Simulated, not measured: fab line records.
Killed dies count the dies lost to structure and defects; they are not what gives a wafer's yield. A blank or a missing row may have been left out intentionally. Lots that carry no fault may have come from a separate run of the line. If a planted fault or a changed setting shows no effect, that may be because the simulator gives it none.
Chamber matching || flow nand-harc || NHARC_A_CHANNEL_FILL_D2_ETCHBACK_20 on rie-diel-02 has 4 sister chambers
The step etches the open film in C4F8/O2/Ar, target depth 27 nm, time 13.5 s. 20 wafers are shown with their chamber, then 10 later ones without.

== EACH WAFER AND ITS CHAMBER ==
{"wafer": "L074.1", "chamber": 3, "rf-vpp-V (V)": 976, "oes-product-au (a.u.)": 0.994}
{"wafer": "L074.3", "chamber": 1, "rf-vpp-V (V)": 986, "oes-product-au (a.u.)": 0.989}
{"wafer": "L074.5", "chamber": 0, "rf-vpp-V (V)": 976, "oes-product-au (a.u.)": 1.001}
{"wafer": "L077.1", "chamber": 1, "rf-vpp-V (V)": 987, "oes-product-au (a.u.)": 0.923}
{"wafer": "L077.5", "chamber": 1, "rf-vpp-V (V)": 986, "oes-product-au (a.u.)": 0.914}
{"wafer": "L077.6", "chamber": 2, "rf-vpp-V (V)": 976, "oes-product-au (a.u.)": 0.926}
{"wafer": "L080.3", "chamber": 3, "rf-vpp-V (V)": 977, "oes-product-au (a.u.)": 0.987}
{"wafer": "L080.5", "chamber": 3, "rf-vpp-V (V)": 978, "oes-product-au (a.u.)": 0.988}
{"wafer": "L080.6", "chamber": 2, "rf-vpp-V (V)": 977, "oes-product-au (a.u.)": 0.978}
{"wafer": "L082.1", "chamber": 2, "rf-vpp-V (V)": 977, "oes-product-au (a.u.)": 0.997}
{"wafer": "L082.2", "chamber": 1, "rf-vpp-V (V)": 986, "oes-product-au (a.u.)": 0.990}
{"wafer": "L082.3", "chamber": 0, "rf-vpp-V (V)": 975, "oes-product-au (a.u.)": 0.995}
{"wafer": "L084.3", "chamber": 3, "rf-vpp-V (V)": 976, "oes-product-au (a.u.)": 0.998}
{"wafer": "L084.4", "chamber": 0, "rf-vpp-V (V)": 974, "oes-product-au (a.u.)": 0.988}
{"wafer": "L084.6", "chamber": 1, "rf-vpp-V (V)": 987, "oes-product-au (a.u.)": 1.006}
{"wafer": "L085.2", "chamber": 3, "rf-vpp-V (V)": 977, "oes-product-au (a.u.)": 0.992}
{"wafer": "L085.4", "chamber": 0, "rf-vpp-V (V)": 974, "oes-product-au (a.u.)": 1.004}
{"wafer": "L085.6", "chamber": 1, "rf-vpp-V (V)": 987, "oes-product-au (a.u.)": 0.990}
{"wafer": "L087.1", "chamber": 2, "rf-vpp-V (V)": 978, "oes-product-au (a.u.)": 0.981}
{"wafer": "L087.5", "chamber": 2, "rf-vpp-V (V)": 977, "oes-product-au (a.u.)": 0.985}

SIGNATURES, as means of the wafers listed above
{"reading": "rf-vpp-V", "chamber 0": 974.75, "chamber 1": 986.50, "chamber 2": 977.00, "chamber 3": 976.80, "scatter within a chamber": 0.752}
{"reading": "oes-product-au", "chamber 0": 0.99700, "chamber 1": 0.96867, "chamber 2": 0.97340, "chamber 3": 0.99180, "scatter within a chamber": 0.0263}
Rule: a wafer lies at a distance from a chamber equal to the root of the sum of squares, over the readings, of (its reading less the chamber's mean, divided by the reading's scatter). The wafer belongs to the nearest chamber; if the next one is less than 2 further off, it can't be placed. How the scatter is found: for the shown wafers, subtract from each reading the mean of its chamber, square and add these, divide the total by (wafers less chambers), then take the root.

== WAFERS WITH NO CHAMBER GIVEN ==
{"wafer": "L087.6", "rf-vpp-V (V)": 977, "oes-product-au (a.u.)": 0.999}
{"wafer": "L091.1", "rf-vpp-V (V)": 986, "oes-product-au (a.u.)": 0.998}
{"wafer": "L091.2", "rf-vpp-V (V)": 975, "oes-product-au (a.u.)": 1.004}
{"wafer": "L091.4", "rf-vpp-V (V)": 978, "oes-product-au (a.u.)": 1.000}
{"wafer": "L092.3", "rf-vpp-V (V)": 975, "oes-product-au (a.u.)": 0.978}
{"wafer": "L092.4", "rf-vpp-V (V)": 976, "oes-product-au (a.u.)": 0.975}
{"wafer": "L092.5", "rf-vpp-V (V)": 987, "oes-product-au (a.u.)": 0.996}
{"wafer": "L093.2", "rf-vpp-V (V)": 977, "oes-product-au (a.u.)": 0.991}
{"wafer": "L093.3", "rf-vpp-V (V)": 987, "oes-product-au (a.u.)": 0.988}
{"wafer": "L093.5", "rf-vpp-V (V)": 987, "oes-product-au (a.u.)": 0.994}

== WHICH CHAMBER EACH WENT THROUGH ==
{"wafer": "L087.6", "from the rows above": "can't be placed: 3 or 2", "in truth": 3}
{"wafer": "L091.1", "from the rows above": 1, "in truth": 1}
{"wafer": "L091.2", "from the rows above": 0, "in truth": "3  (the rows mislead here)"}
{"wafer": "L091.4", "from the rows above": "can't be placed: 3 or 2", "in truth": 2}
{"wafer": "L092.3", "from the rows above": "can't be placed: 0 or 3 or 2", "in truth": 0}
{"wafer": "L092.4", "from the rows above": "can't be placed: 3 or 2 or 0", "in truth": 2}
{"wafer": "L092.5", "from the rows above": 1, "in truth": 1}
{"wafer": "L093.2", "from the rows above": "can't be placed: 3 or 2", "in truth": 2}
{"wafer": "L093.3", "from the rows above": 1, "in truth": 1}
{"wafer": "L093.5", "from the rows above": 1, "in truth": 1}
Placed correctly: 4 of 10. Not placeable from these rows: 5 (in 5, the candidates include the true chamber). 1 placed wrongly.
